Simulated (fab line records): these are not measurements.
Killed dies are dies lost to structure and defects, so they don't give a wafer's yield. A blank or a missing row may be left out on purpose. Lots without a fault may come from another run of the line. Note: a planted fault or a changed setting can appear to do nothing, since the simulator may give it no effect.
fab line records    flow n5Finfet
[record] lots = 9  wafers = 25  lastDay = 18
route steps=1938 shown SD_EPI_P@310 ILD0@335 BEOL_M4@1111 PASSIVATION@1936
lots untouched by any fault: they come from a run of this same line in which no faults occurred
startH: the number of hours between the record's first day and the start of the first shown wafer of the lot    waitH: hours elapsed since this lot's preceding step    " same as the row above    L1.1+2: one row covering several wafers at once    - no value, or no start was given    * or withheld: withheld    < > ~ a bound
route shown NAME@n: NAME is a module with steps in the file, n the number in the route of the first one    usual: mean/standard deviation taken from wafers without a fault    same: alike in all rows    chamber/n: place in a boat    sites: readings site by site    _std_site: standard deviation across them    _edge_site: outer sites' mean less inner sites'    radiusMm: for every site, how far away it sits from the centre of the wafer    mask NAME#n: copy n    behind: the most recent tool/chamber to have shaped the wafer    hold: reason for holding the lot/hours on hold/outcome of the hold    device: names the non-switching transistor (n, p or np)    end of line: the route-end tests of the same wafers    a step with no rows: only its recipe    killed: count of dies lost to structure and defects at first sort (not the wafer's yield)    map: dies across one wafer; x = killed, . = not, _ = none there
set.NAME: the setting as run; set.NAME@STEP: as run at that earlier step    model.NAME: the simulator's own value behind a step, which no gauge read
one table for each step of the route and one row for each wafer, over a sample of lots
services: the hour from which a tool's chamber was out of use, counted from the record's first day as startH (under 0 if before that day), plus the number of hours and why
[[steps]]
[step N5_SD_EPI_P_ETCHBACK_46]
[recipe] chemistry = CH3F/O2  mode = anisotropicEtchback  target = SiNx  targetDepthA = 175  stopOn = SiO2  overEtchFrac = 0.3  ionEnergyEv = 120  pressureMtorr = 30  sourceW = 395  biasW = 73  Ar_flow_sccm = 150  CH3F_flow_sccm = 30  O2_flow_sccm = 20
[usual] drypumpMotorCurrentA = 5.8/0.49  oesProductAu = 0.69/0.08  rfVppV = 295/4.7  showerheadPlenumPTorr = 2.01/0.06  throttleValvePct = 16.3/0.33
[same] overEtchFrac = 0.3
lot.wafer  tool        chamber  startH  waitH  drypumpMotorCurrentA  oesProductAu  rfHoursCounterH  rfVppV  showerheadPlenumPTorr  throttleValvePct
L798.2     rieDiel-01  1        54.07   0.0    5.7                   0.84          1                290     2.13                   15.7
L798.3     "           0        "       "      6.4                   0.74          59               292     2.02                   16.0
L798.6     "           3        "       "      5.4                   0.61          -                304     1.98                   16.3
L801.1     rieDiel-01  2        73.56   0.0    5.7                   0.80          2                297     2.05                   16.1
L801.5     "           1        "       "      5.7                   0.81          -                292     2.12                   15.7
L801.6     "           2        "       "      5.7                   0.81          -                299     2.05                   16.1
L802.1     rieDiel-02  1        77.25   0.0    5.2                   0.63          182              289     1.93                   16.7
L802.3     "           3        "       "      6.2                   0.61          186              302     1.92                   16.5
L802.6     "           0        "       "      5.6                   0.59          -                292     1.97                   16.5
L805.2     rieDiel-02  0        97.63   0.0    5.6                   0.59          248              291     1.97                   16.6
L805.4     "           3        "       "      6.2                   0.61          193              302     1.92                   16.5
L805.5     "           0        "       "      5.6                   0.59          -                292     1.97                   16.5
L813.1     rieDiel-01  0        142.90  0.0    6.5                   0.71          91               293     2.01                   16.0
L813.2     "           2        "       "      5.7                   0.74          27               299     2.04                   16.1
L813.3     "           1        "       "      5.7                   0.78          21               290     2.12                   15.7
L814.3     rieDiel-01  1        152.38  0.0    5.7                   0.79          23               292     2.12                   15.7
L814.4     "           0        "       "      6.4                   0.71          92               293     2.01                   16.0
L814.6     "           3        "       "      5.4                   0.59          -                305     1.97                   16.4
L817.1     rieDiel-03  0        187.05  0.0    4.9                   0.67          139              296     2.01                   16.1
L817.5     "           3        "       "      6.6                   0.77          -                292     2.05                   16.1
L815.2     rieDiel-02  0        188.12  0.0    5.6                   0.78          19               292     1.96                   16.1
L815.4     "           2        "       "      6.4                   0.82          4                294     1.96                   16.3
L818.2     rieDiel-02  1        193.33  0.0    5.2                   0.60          223              288     1.92                   16.8
L818.3     "           3        "       "      6.2                   0.59          224              300     1.91                   16.6
L818.6     "           2        "       "      6.4                   0.82          -                296     1.96                   16.3
[step N5_SD_EPI_P_ETCH_47]
[recipe] chemistry = CH3F/O2  target = SiOCN  targetDepthA = 250  maskMaterial = SOC  ionEnergyEv = 60  biasW = 29  pressureMtorr = 30  sourceW = 410  Ar_flow_sccm = 150  CH3F_flow_sccm = 30  O2_flow_sccm = 20
[usual] drypumpMotorCurrentA = 5.8/0.49  oesProductAu = 0.81/0.1  rfVppV = 126.4/2  showerheadPlenumPTorr = 2.01/0.06  throttleValvePct = 16.2/0.33
lot.wafer  tool        chamber  startH  waitH  drypumpMotorCurrentA  oesProductAu  rfHoursCounterH  rfVppV  showerheadPlenumPTorr  throttleValvePct
L798.2     rieDiel-01  1        54.17   0.1    5.7                   1.00          1                125.1   2.13                   15.7
L798.3     "           0        "       "      6.4                   0.88          59               125.0   2.02                   15.9
L798.6     "           3        "       "      5.4                   0.72          -                131.4   1.98                   16.3
L801.1     rieDiel-01  2        73.66   0.1    5.7                   0.97          2                127.5   2.05                   16.1
L801.5     "           1        "       "      5.8                   0.96          -                124.7   2.12                   15.7
L801.6     "           2        "       "      5.7                   0.95          -                128.6   2.05                   16.1
L802.1     rieDiel-02  1        77.35   0.1    5.2                   0.73          182              123.5   1.93                   16.7
L802.3     "           3        "       "      6.2                   0.71          186              129.2   1.92                   16.5
L802.6     "           0        "       "      5.6                   0.69          -                124.4   1.97                   16.5
L805.2     rieDiel-02  0        97.73   0.1    5.7                   0.68          248              125.7   1.97                   16.5
L805.4     "           3        "       "      6.2                   0.70          193              128.5   1.92                   16.5
L805.5     "           0        "       "      5.6                   0.68          -                124.6   1.97                   16.5
L813.1     rieDiel-01  0        143.00  0.1    6.4                   0.83          91               125.6   2.01                   16.0
L813.2     "           2        "       "      5.7                   0.89          27               129.5   2.04                   16.1
L813.3     "           1        "       "      5.8                   0.94          21               125.9   2.12                   15.7
L814.3     rieDiel-01  1        152.48  0.1    5.7                   0.93          23               125.9   2.12                   15.7
L814.4     "           0        "       "      6.4                   0.84          92               126.5   2.01                   16.0
L814.6     "           3        "       "      5.3                   0.69          -                130.0   1.97                   16.4
L817.1     rieDiel-03  0        187.15  0.1    4.9                   0.78          139              127.5   2.01                   16.1
L817.5     "           3        "       "      6.6                   0.91          -                126.4   2.05                   16.1
L815.2     rieDiel-02  0        188.22  0.1    5.6                   0.92          19               124.5   1.96                   16.1
L815.4     "           2        "       "      6.4                   0.98          4                126.7   1.96                   16.2
L818.2     rieDiel-02  1        193.43  0.1    5.2                   0.70          223              124.3   1.92                   16.8
L818.3     "           3        "       "      6.2                   0.68          224              129.8   1.91                   16.5
L818.6     "           2        "       "      6.4                   0.97          -                126.2   1.96                   16.3
[step N5_SD_EPI_P_ETCH_16]
[recipe] chemistry = CHF3/O2  target = SiO2  targetDepthA = 50  maskMaterial = SOC  pressureMtorr = 30  sourceW = 650  biasW = 170  Ar_flow_sccm = 200  CHF3_flow_sccm = 50  O2_flow_sccm = 5  ionEnergyEv = 200
[usual] CHF3_flow_sccm = 50.00/0.14  drypumpMotorCurrentA = 5.8/0.49  oesProductAu = 0.81/0.1  rfVppV = 519/8  showerheadPlenumPTorr = 2.42/0.07  throttleValvePct = 18.8/0.33
lot.wafer  tool        chamber  startH  waitH  CHF3_flow_sccm  drypumpMotorCurrentA  oesProductAu  rfHoursCounterH  rfVppV  showerheadPlenumPTorr  throttleValvePct
L798.2     rieDiel-01  1        54.27   0.1    49.96           5.8                   1.01          1                511     2.56                   18.2
L798.3     "           0        "       "      49.97           6.5                   0.87          59               516     2.43                   18.5
L798.6     "           3        "       "      50.17           5.4                   0.72          -                536     2.39                   18.8
L801.1     rieDiel-01  2        73.76   0.1    50.14           5.7                   0.96          2                526     2.46                   18.7
L801.5     "           1        "       "      50.19           5.8                   0.97          -                510     2.55                   18.3
L801.6     "           2        "       "      49.90           5.7                   0.95          -                525     2.46                   18.7
L802.1     rieDiel-02  1        77.45   0.1    49.83           5.2                   0.73          182              509     2.33                   19.3
L802.3     "           3        "       "      50.14           6.2                   0.70          186              530     2.32                   19.0
L802.6     "           0        "       "      49.68           5.6                   0.68          -                513     2.38                   19.1
L805.2     rieDiel-02  0        97.83   0.1    49.99           5.6                   0.69          248              514     2.38                   19.1
L805.4     "           3        "       "      50.20           6.2                   0.71          193              531     2.31                   19.0
L805.5     "           0        "       "      50.02           5.6                   0.68          -                516     2.38                   19.1
L813.1     rieDiel-01  0        143.10  0.1    49.78           6.4                   0.83          91               516     2.42                   18.6
L813.2     "           2        "       "      50.01           5.8                   0.89          27               525     2.45                   18.7
L813.3     "           1        "       "      50.16           5.8                   0.93          21               511     2.55                   18.3
L814.3     rieDiel-01  1        152.58  0.1    50.03           5.8                   0.93          23               511     2.55                   18.3
L814.4     "           0        "       "      49.79           6.4                   0.84          92               516     2.42                   18.6
L814.6     "           3        "       "      50.05           5.4                   0.69          -                536     2.38                   18.9
L817.1     rieDiel-03  0        187.25  0.1    50.10           4.9                   0.78          139              522     2.42                   18.6
L817.5     "           3        "       "      49.81           6.6                   0.92          -                514     2.47                   18.7
L815.2     rieDiel-02  0        188.32  0.1    50.05           5.6                   0.93          19               513     2.37                   18.8
L815.4     "           2        "       "      49.92           6.4                   0.98          4                520     2.37                   18.9
L818.2     rieDiel-02  1        193.53  0.1    49.92           5.2                   0.69          223              510     2.31                   19.4
L818.3     "           3        "       "      49.96           6.2                   0.68          224              529     2.30                   19.1
L818.6     "           2        "       "      50.04           6.4                   0.97          -                518     2.36                   18.9
[step N5_SD_EPI_P_INSPECT_26]
[recipe] inspectInstrument = darkfield  mode = postEpi
[usual] rawDefectCount = 178/41
lot.wafer  tool              chamber  startH  waitH  rawDefectCount
L798.2     defectInspect-01  -        57.37   0.0    196
L798.3     "                 -        "       "      186
L798.6     "                 -        "       "      162
L801.1     defectInspect-01  -        76.87   0.0    140
L801.5     "                 -        "       "      152
L801.6     "                 -        "       "      173
L802.1     defectInspect-02  -        80.56   0.0    158
L802.3     "                 -        "       "      151
L802.6     "                 -        "       "      154
L805.2     defectInspect-02  -        101.78  0.0    183
L805.4     "                 -        "       "      237
L805.5     "                 -        "       "      223
L813.1     defectInspect-02  -        146.23  0.0    771
L813.2     "                 -        "       "      673
L813.3     "                 -        "       "      762
L814.3     defectInspect-02  -        159.15  0.0    751
L814.4     "                 -        "       "      701
L814.6     "                 -        "       "      692
L817.1     defectInspect-01  -        190.41  0.0    243
L817.5     "                 -        "       "      178
L815.2     defectInspect-01  -        192.30  0.0    169
L815.4     "                 -        "       "      172
L818.2     defectInspect-01  -        196.63  0.0    217
L818.3     "                 -        "       "      126
L818.6     "                 -        "       "      172
[step N5_ILD0_LINER_00]
[recipe] material = SiNx  targetThkA = 40  tempC = 400  aldPrecursorFamily = SiH2I2  aldCoReactant = N2/H2-plasma  pulseTimeS = 1  purgeTimeS = 2  coReactantPurgeTimeS = 2  aldCycles = 80  pressureTorr = 2
[usual] heaterPowerW = 871/110  precursorPulseHeightRel = 1.000/0.023
[same] coReactantPurgeTimeS = 2
lot.wafer  tool       chamber  startH  waitH  heaterPowerW  precursorPulseHeightRel
L798.2     aldSin-02  1        58.59   0.3    1063          0.941
L798.3     "          3        "       "      940           1.004
L798.6     "          0        "       "      684           1.033
L801.1     aldSin-01  2        77.91   0.3    837           1.021
L801.5     "          3        "       "      815           1.013
L801.6     "          2        "       "      853           1.027
L802.1     aldSin-04  1        81.34   0.0    856           0.971
L802.3     "          2        "       "      1054          1.000
L802.6     "          0        "       "      707           0.992
L805.2     aldSin-02  0        102.63  0.0    731           0.998
L805.4     "          3        "       "      928           1.017
L805.5     "          1        "       "      1002          0.985
L813.1     aldSin-02  3        147.02  0.0    929           0.994
L813.2     "          0        "       "      730           0.986
L813.3     "          2        "       "      938           1.045
L814.3     aldSin-01  0        159.94  0.0    842           0.985
L814.4     "          3        "       "      830           1.000
L814.6     "          3        "       "      830           0.980
L817.1     aldSin-04  2        191.20  0.0    1049          1.001
L817.5     "          3        "       "      798           1.020
L815.2     aldSin-04  3        193.09  0.0    801           0.971
L815.4     "          2        "       "      1055          0.996
L818.2     aldSin-02  2        197.54  0.0    954           1.036
L818.3     "          3        "       "      919           0.992
L818.6     "          2        "       "      947           0.999
[step N5_BEOL_M4_RC_MEAS_101]
[usual] DIBL_N = 37.2/2.1  DIBL_P = 37.3/2.3  IOFF_N = 0.18/0.041  IOFF_P = 0.24/0.042  ION_N = 680/13  ION_P = 466/7.7  SS_N = 71.8/0.68  SS_P = 73.5/0.66  VT_N = 249/3.6  VT_P = -248/3.4
lot.wafer  tool       chamber  startH  waitH  DIBL_N[mV/V]  DIBL_P[mV/V]  IOFF_N[nA/um]  IOFF_P[nA/um]  ION_N[uA/um]  ION_P[uA/um]  SS_N[mV/dec]  SS_P[mV/dec]  VT_N[mV]  VT_P[mV]
L798.2     prober-02  0        176.10  0.2    36.9          36.3          0.16           0.22           673           467           71.0          72.9          248       -250
L798.3     "          0        "       "      36.9          36.9          0.16           0.22           670           467           71.6          73.0          247       -248
L798.6     "          0        "       "      37.2          37.8          0.18           0.23           678           466           71.7          73.3          249       -248
L801.1     prober-01  0        193.23  0.0    39.2          39.5          0.23           0.27           705           473           71.8          74.0          243       -247
L801.5     "          0        "       "      38.1          37.7          0.19           0.23           689           468           72.9          73.8          248       -252
L801.6     "          0        "       "      39.9          41.7          0.27           0.32           712           482           72.1          74.1          242       -243
L802.1     prober-02  0        202.25  0.0    37.4          34.9          0.14           0.19           667           458           71.9          73.1          251       -251
L802.3     "          0        "       "      38.0          36.7          0.16           0.21           666           458           71.9          73.1          249       -251
L802.6     "          0        "       "      35.2          31.8          0.11           0.15           652           450           70.9          71.9          257       -256
L805.2     prober-01  0        210.66  0.2    35.8          37.3          0.16           0.21           681           466           70.9          72.9          252       -251
L805.4     "          0        "       "      37.4          38.3          0.17           0.22           670           460           71.6          73.8          250       -252
L805.5     "          0        "       "      35.7          36.9          0.15           0.19           680           468           71.0          73.2          251       -253
L813.1     prober-02  0        261.09  0.0    38.8          39.7          0.18           0.22           674           452           71.9          74.1          250       -254
L813.2     "          0        "       "      36.3          36.9          0.14           0.18           662           447           71.5          73.4          252       -256
L813.3     "          0        "       "      38.8          39.1          0.19           0.21           680           457           72.1          73.1          248       -252
L814.3     prober-02  0        271.24  0.3    34.8          34.9          0.13           0.19           678           467           71.0          72.9          255       -248
L814.4     "          0        "       "      36.9          38.3          0.16           0.25           687           475           71.2          73.7          251       -245
L814.6     "          0        "       "      35.8          37.3          0.15           0.23           685           470           71.2          72.9          252       -249
L815.2     prober-01  0        305.43  0.2    39.4          40.3          0.22           0.30           684           479           73.5          74.3          247       -246
L815.4     "          0        "       "      39.5          40.7          0.21           0.31           675           470           72.4          74.2          250       -244
L817.1     prober-01  0        308.36  0.4    37.3          36.5          0.15           0.20           673           461           71.4          73.8          254       -255
L817.5     "          0        "       "      39.4          38.5          0.18           0.23           673           456           72.3          74.2          254       -252
L818.2     prober-02  0        313.11  0.2    38.3          36.8          0.17           0.22           676           462           71.4          73.8          248       -248
L818.3     "          0        "       "      37.0          34.8          0.15           0.20           687           465           71.8          72.7          250       -249
L818.6     "          0        "       "      36.4          35.6          0.15           0.21           677           474           71.5          73.0          250       -249
[step N5_PASSIVATION_PROBE_49]
[usual] defectLimitedYield = 91.0/1.6  killed_at_M0_to_M3 = 35/11  killed_at_M4_up = 14/5.3  killedAtContacts = 13/6.7  killedAtFrontEnd = 41/12  killedAtOther = 3.9/2.7  killedDies = 106/19  killedOpen = 70/14  killedShort = 35/8.8  sort_bin_4_leakage = 0.01/0.058  sort_bin_5_function = 5.3/1  sort_bin_6_memory = 3.3/0.81  sortNPass = 1073/19  sortYieldPct = 91.0/1.6
[same] grossDies = 1180  killedAtBackSide = 0  sort_bin_8_speed[%] = 0
lot.wafer  tool       chamber  startH  waitH  defectLimitedYield[%]  killed_at_M0_to_M3  killed_at_M4_up  killedAtContacts  killedAtFrontEnd  killedAtOther  killedDies  killedOpen  killedShort  sort_bin_4_leakage[%]  sort_bin_5_function[%]  sort_bin_6_memory[%]  sortNPass  sortYieldPct[%]
L813.1     prober-02  -        369.64  0.0    85.3                   34                  17               15                106               2              174         63          30           0                      9.2                     4.2                   1006       85.3
L813.2     prober-02  -        369.69  0.1    84.0                   17                  21               1                 150               0              189         46          18           0                      10.0                    2.6                   991        84.0
L813.3     prober-02  -        369.74  0.1    83.5                   16                  8                12                158               1              195         50          27           0                      10.5                    4.2                   985        83.5
L814.3     prober-01  -        387.78  0.1    83.1                   21                  20               9                 144               5              199         60          22           0                      9.7                     4.5                   981        83.1
L814.4     prober-01  -        387.83  0.2    84.1                   37                  14               15                111               11             188         78          27           0                      9.5                     4.6                   992        84.1
L814.6     prober-01  -        387.93  0.3    83.3                   19                  4                14                156               4              197         58          21           0                      10.0                    4.7                   983        83.3
// killed by level:class
L813.1 SD_EPI_P:unspecified=81 MOL_CONTACT_COAG:geometricParticle:open=13 BEOL_M0_SAQP:geometricParticle:short=9 BEOL_M0_SAQP:geometricParticle:open=8 BEOL_M4:geometricParticle:open=8 STI_FIN_REVEAL:geometricParticle:open=7 BEOL_M1:geometricParticle:open=6 BEOL_M1:geometricParticle:short=5
L813.2 SD_EPI_P:unspecified=121 BEOL_M4:geometricParticle:open=9 BEOL_M0_SAQP:geometricParticle:short=7 BEOL_M0_SAQP:geometricParticle:open=7 FIN_SAQP:geometricParticle:open=5 STI_FIN_REVEAL:geometricParticle:open=5 HKMG_FIN:areaEtch=4 BEOL_M4:geometricParticle:short=3
L813.3 SD_EPI_P:unspecified=117 FIN_SAQP:geometricParticle:open=10 MOL_CONTACT_COAG:geometricParticle:open=9 FIN_SAQP:geometricParticle:short=8 STI_FIN_REVEAL:geometricParticle:open=5 BEOL_M1:geometricParticle:open=5 BEOL_M0_SAQP:geometricParticle:short=4 STI_FIN_REVEAL:geometricParticle:short=3
L814.3 SD_EPI_P:unspecified=117 BEOL_M0_SAQP:geometricParticle:open=10 BEOL_M4:geometricParticle:open=10 STI_FIN_REVEAL:geometricParticle:open=7 MOL_CONTACT_COAG:geometricParticle:open=7 FIN_SAQP:geometricParticle:short=4 ILD0:geometricParticle:short=4 BEOL_M0_SAQP:geometricParticle:short=3
L814.4 SD_EPI_P:unspecified=82 MOL_CONTACT_COAG:geometricParticle:open=14 BEOL_M0_SAQP:geometricParticle:open=9 BEOL_M0_SAQP:geometricParticle:short=8 BEOL_M1:geometricParticle:open=8 BEOL_M4:geometricParticle:open=6 FIN_SAQP:geometricParticle:open=5 STI_FIN_REVEAL:geometricParticle:open=5
L814.6 SD_EPI_P:unspecified=118 MOL_CONTACT_COAG:geometricParticle:open=12 STI_FIN_REVEAL:geometricParticle:open=10 FIN_SAQP:geometricParticle:open=6 DUMMY_GATE:geometricParticle:open=5 GATE_CUT:geometricParticle:short=5 BEOL_M0_SAQP:geometricParticle:short=5 BEOL_M1:geometricParticle:open=5
[[services]]
tool        chamber  startH  hours  kind
rieDiel-01  2        48.74   -      clean
rieDiel-01  2        48.74   -      consumableReplace:focusRing
rieDiel-01  2        48.74   18.0   scheduledDown
rieDiel-01  2        48.74   18.0   ventCycle
rieDiel-03  1        55.48   3.0    repair
rieDiel-01  1        74.60   31.8   repair
aldSin-02   -        87.22   14.0   pm
rieDiel-02  0        105.21  -      clean
rieDiel-02  0        105.21  -      consumableReplace:focusRing
rieDiel-02  0        105.21  21.7   scheduledDown
aldSin-04   -        111.52  0.6    repair
aldSin-04   1        117.69  4.4    repair
aldSin-02   -        138.04  2.8    pm
aldSin-01   2        154.61  3.5    repair
aldSin-02   -        165.12  14.6   pm
rieDiel-03  2        170.50  10.6   repair
rieDiel-01  3        172.28  -      clean
rieDiel-01  3        172.28  -      consumableReplace:focusRing
rieDiel-01  3        172.28  17.3   scheduledDown
rieDiel-01  3        172.28  17.3   ventCycle
aldSin-01   -        176.75  14.0   pm
aldSin-04   1        184.90  24.7   repair
rieDiel-02  -        186.52  0.8    repair
aldSin-01   3        193.72  11.2   repair
[[key]]
[firstSign] step = N5_SD_EPI_P_INSPECT_26  reading = rawDefectCount  direction = up  sigmas = 13  usual = 178  struck = 725
[effect] step = N5_PASSIVATION_PROBE_49  reading = killedAtFrontEnd  direction = up  sigmas = 7.8  usual = 41  struck = 138
[moreKillsBornAt] N5_SD_EPI_P_ETCH_16@rieDiel-01 = 636
metAt N5_SD_EPI_P_ETCH_16
struckLots L813,L814
notActingAt N5_SD_EPI_P_ETCHBACK_46,N5_SD_EPI_P_ETCH_47,N5_ILD0_LINER_00
onsetBetween 73.76 143.10
[fault] kind = chamberParticleSource  tool = rieDiel-01  chamber = -  onsetH = 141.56  steps = N5_SD_EPI_P_ETCH_16  ratePerVisitCm2 = 0.79232  endH = 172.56
